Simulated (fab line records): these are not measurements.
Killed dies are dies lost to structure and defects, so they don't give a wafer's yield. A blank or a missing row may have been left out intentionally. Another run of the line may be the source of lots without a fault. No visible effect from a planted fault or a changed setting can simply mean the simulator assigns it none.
Chamber matching	flow n5 finfet	N5_GATE_CUT_HM_DEP_46 on pecvd-03: 3 sister chambers
The step deposits SiO2 from TEOS/O2, target thk 130 nm, time 26.6 s. 6 wafers are shown with their chamber, then 7 later ones without.

## EACH WAFER AND ITS CHAMBER
wafer	chamber	throttle valve pct (%)	heater power w (W)
L081.3	1	19.1	686
L081.4	0	18.3	554
L082.4	2	17.3	386
L082.5	0	18.5	519
L091.3	1	19.0	690
L091.4	2	17.2	466

## WAFERS WITH NO CHAMBER GIVEN
wafer	throttle valve pct (%)	heater power w (W)
L091.5	18.6	521
L094.1	19.0	687
L094.4	17.2	404
L094.5	18.4	540
L097.1	17.2	510
L097.2	18.3	554
L097.5	19.1	609

## THE CHAMBER EACH PASSED THROUGH
wafer	from the rows above	in truth
L091.5	0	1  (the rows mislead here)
L094.1	1	1
L094.4	2	2
L094.5	0	0
L097.1	2	2
L097.2	0	0
L097.5	1	1
6 of 7 placed correctly. Number that these rows cannot place: 0. Placed wrongly: 1.
How it was worked out, from the rows above alone: a wafer's distance from a chamber is the root of the sum, over the readings, of the square of ((its reading less the chamber's mean) divided by the reading's scatter). If the next closest chamber is less than 2 further off than the closest, the wafer can't be placed; otherwise it belongs to the closest. A chamber's mean is the mean of its shown wafers. The scatter: take each reading less its chamber's mean, square it, sum over the shown wafers, divide by the number of wafers less the number of chambers, and take the root.
